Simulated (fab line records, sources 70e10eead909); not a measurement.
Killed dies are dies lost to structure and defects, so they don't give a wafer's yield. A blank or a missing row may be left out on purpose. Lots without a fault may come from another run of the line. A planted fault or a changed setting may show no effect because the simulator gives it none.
Which tool did it? | flow nand_harc | 10 lots, 30 wafers sampled, at 5 steps of a route of 1302

WHAT THE GAUGES READ, wafer by wafer
NHARC_END_SORT_01.
lot  | measured     | on        | defect_limited_yield (%) | killed_at_array | killed_at_other | killed_at_periphery | killed_dies | killed_open | killed_short | sort_bin_2_pct (%) | sort_bin_3_pct (%) | sort_bin_4_pct (%) | sort_n_pass | sort_rim_yield_pct (%) | sort_yield_pct (%)
L513 | day 30 09:56 | prober-01 | 91.7 88.5 77.5           | 53 68 151       | 0 1 1           | 3 9 0               | 56 78 152   | 2 4 2       | 1 2 3        | 2.5 4.7 9.0        | 1.2 0.7 4.1        | 4.6 6.1 9.3        | 621 599 525 | 92 94 96               | 91.7 88.5 77.5

WHICH TOOL RAN EACH LOT (tool, then ch and the chambers of the sampled wafers, then the start)
lot  | NHARC_A_M1_ETCH_35                 | NHARC_A_BONDPAD_ETCH_12                       | NHARC_A_BONDPAD_PVD_17                  | NHARC_THIN_TSV_ETCH_44
L500 | rie_diel-05 ch 0,3, day 22 20:26   | rie_diel-13 ch 0,2, day 23 14:16 or earlier   | pvd_sputter-01, day 23 14:16 or earlier | rie_diel-08 ch 1,2, day 23 14:16
L502 | rie_diel-05 ch 0,2,3, day 23 10:15 | rie_diel-06 ch 0,1,3, day 24 06:14 or earlier | pvd_sputter-02, day 24 06:14 or earlier | rie_diel-08 ch 0,1,3, day 24 06:14
L504 | rie_diel-04 ch 0,1,3, day 24 21:29 | rie_diel-06 ch 0,3, day 25 17:03 or earlier   | pvd_sputter-01, day 25 17:03 or earlier | rie_diel-09 ch 0,3, day 25 17:03
L513 | rie_diel-04 ch 1,3, day 28 11:44   | rie_diel-11 ch 0,2, day 29 10:55 or earlier   | pvd_sputter-03, day 29 10:55 or earlier | rie_diel-12 ch 0,1,2, day 29 10:55
L514 | rie_diel-01 ch 0,1, day 28 12:14   | rie_diel-11 ch 0,2,3, day 29 09:46 or earlier | pvd_sputter-02, day 29 09:46 or earlier | rie_diel-08 ch 1,2,3, day 29 09:46
L517 | rie_diel-05 ch 0,1, day 29 17:56   | rie_diel-11 ch 0,2,3, day 30 13:38 or earlier | pvd_sputter-01, day 30 13:38 or earlier | rie_diel-09 ch 0,1, day 30 13:38
L519 | rie_diel-01 ch 1,2, day 30 05:58   | rie_diel-06 ch 0,1,3, day 31 03:15 or earlier | pvd_sputter-01, day 31 03:15 or earlier | rie_diel-12 ch 0,3, day 31 03:15
L521 | rie_diel-04 ch 0,2, day 31 13:08   | rie_diel-06 ch 0,3, day 32 12:11 or earlier   | pvd_sputter-01, day 32 12:11 or earlier | rie_diel-08 ch 1,2,3, day 32 12:11
L523 | rie_diel-05 ch 1,2,3, day 31 19:58 | rie_diel-06 ch 0,3, day 32 16:25 or earlier   | pvd_sputter-01, day 32 16:25 or earlier | rie_diel-08 ch 1,2, day 32 16:25
L522 | rie_diel-01 ch 1,2,3, day 32 00:43 | rie_diel-06 ch 0,2, day 33 02:49 or earlier   | pvd_sputter-02, day 33 02:49 or earlier | rie_diel-08 ch 0,3, day 33 02:49
- NHARC_A_M1_ETCH_35: etches the open film in N2/H2, target depth 40 nm, overetch 12 nm, time 43.94 s.
- NHARC_A_BONDPAD_ETCH_12: etches the open film in CHF3/O2, target depth 220 nm, time 110 s.
- NHARC_A_BONDPAD_PVD_17: deposits TaN, target thk 5 nm, time 8.06 s.
- NHARC_THIN_TSV_ETCH_44: etches the open film in CF4/O2, target depth 1594.2 nm, time 797.1 s.

WHAT THE TOOLS THEMSELVES READ (means of the sampled wafers that have a number; where no wafer has one, the mark that the record gives instead)
NHARC_A_M1_ETCH_35.
lot  | tool        | drypump_motor_current_A (A) | oes_product_au (a.u.) | rf_vpp_V (V) | showerhead_plenum_p_Torr (Torr) | throttle_valve_pct (%)
L500 | rie_diel-05 | 6.0                         | 0.987                 | 433.2        | 2.14                            | 14.160
L502 | rie_diel-05 | 5.7                         | 0.990                 | 432.4        | 2.14                            | 14.171
L504 | rie_diel-04 | 5.9                         | 1.010                 | 433.7        | 2.14                            | 14.174
L513 | rie_diel-04 | 5.6                         | 1.000                 | 432.6        | 2.14                            | 14.170
L514 | rie_diel-01 | 6.3                         | 1.006                 | 430.7        | 2.03                            | 14.173
L517 | rie_diel-05 | 5.8                         | 0.998                 | 431.0        | 2.09                            | 14.169
L519 | rie_diel-01 | 5.3                         | 1.003                 | 428.8        | 1.99                            | 14.177
L521 | rie_diel-04 | 5.6                         | 1.022                 | 434.4        | 2.18                            | 14.166
L523 | rie_diel-05 | 5.5                         | 0.993                 | 432.0        | 2.11                            | 14.171
L522 | rie_diel-01 | 5.6                         | 1.005                 | 429.6        | 2.00                            | 14.173

NHARC_A_BONDPAD_ETCH_12.
lot  | tool        | drypump_motor_current_A (A) | oes_product_au (a.u.) | rf_vpp_V (V) | showerhead_plenum_p_Torr (Torr) | throttle_valve_pct (%)
L500 | rie_diel-13 | 6.1                         | 0.961                 | 369.7        | 2.37                            | 20.571
L502 | rie_diel-06 | 5.7                         | 0.931                 | 369.3        | 2.36                            | 20.559
L504 | rie_diel-06 | 5.5                         | 0.959                 | 370.5        | 2.40                            | 20.572
L513 | rie_diel-11 | 5.4                         | 0.990                 | 371.8        | 2.44                            | 20.565
L514 | rie_diel-11 | 5.7                         | 0.950                 | 370.8        | 2.41                            | 20.582
L517 | rie_diel-11 | 5.7                         | 0.988                 | 371.0        | 2.40                            | 20.575
L519 | rie_diel-06 | 5.7                         | 0.972                 | 369.9        | 2.36                            | 20.571
L521 | rie_diel-06 | 5.7                         | 0.974                 | 369.1        | 2.35                            | 20.573
L523 | rie_diel-06 | 5.5                         | 0.926                 | 369.4        | 2.40                            | 20.575
L522 | rie_diel-06 | 5.9                         | 0.927                 | 370.8        | 2.42                            | 20.574

NHARC_A_BONDPAD_PVD_17.
lot  | tool           | throttle_valve_pct (%)
L500 | pvd_sputter-01 | 29.0
L502 | pvd_sputter-02 | 29.7
L504 | pvd_sputter-01 | 29.2
L513 | pvd_sputter-03 | 30.0
L514 | pvd_sputter-02 | 29.1
L517 | pvd_sputter-01 | 29.2
L519 | pvd_sputter-01 | 29.8
L521 | pvd_sputter-01 | 30.6
L523 | pvd_sputter-01 | 29.8
L522 | pvd_sputter-02 | 29.0

NHARC_THIN_TSV_ETCH_44.
lot  | tool        | drypump_motor_current_A (A) | oes_product_au (a.u.) | rf_vpp_V (V) | showerhead_plenum_p_Torr (Torr) | throttle_valve_pct (%)
L500 | rie_diel-08 | 6.2                         | 0.994                 | 798          | 1.90                            | 16.916
L502 | rie_diel-08 | 6.3                         | 1.003                 | 796          | 1.86                            | 16.908
L504 | rie_diel-09 | 6.0                         | 0.994                 | 788          | 1.74                            | 16.927
L513 | rie_diel-12 | 5.8                         | 1.007                 | 789          | 1.74                            | 16.915
L514 | rie_diel-08 | 5.8                         | 1.000                 | 798          | 1.89                            | 16.923
L517 | rie_diel-09 | 5.8                         | 1.015                 | 795          | 1.84                            | 16.915
L519 | rie_diel-12 | 5.8                         | 1.006                 | 793          | 1.81                            | 16.920
L521 | rie_diel-08 | 5.9                         | 0.994                 | 797          | 1.89                            | 16.914
L523 | rie_diel-08 | 5.8                         | 0.998                 | 800          | 1.92                            | 16.914
L522 | rie_diel-08 | 5.9                         | 1.001                 | 795          | 1.84                            | 16.909

THE ANSWER, worked out from the rows above alone
Rule: what is usual is taken from the lots themselves. Put in order of their means at a reading, lots are off if they are a third of the lots or fewer, leave a main group of 4 or more, and stand apart from it by a gap of 3 or more times the standard deviation of the main group's means; of several such gaps the widest counts. A main group whose means are all the same, to the digits that the tables above print for the reading, isn't used. A lot without any number at a reading at which 4 lots or more have one is off too. The other lots that the step has rows for count as sound. The gauges are gone through in route order, then the tools' own readings, and for those a lot's mean is taken as printed above. The first step at which some lot is off is used, and at that step the reading that is off furthest; a lot without a number counts as furthest.
No lot is off at any reading shown: from this, nothing can be told.

WHAT THE SIMULATOR HAD PUT IN
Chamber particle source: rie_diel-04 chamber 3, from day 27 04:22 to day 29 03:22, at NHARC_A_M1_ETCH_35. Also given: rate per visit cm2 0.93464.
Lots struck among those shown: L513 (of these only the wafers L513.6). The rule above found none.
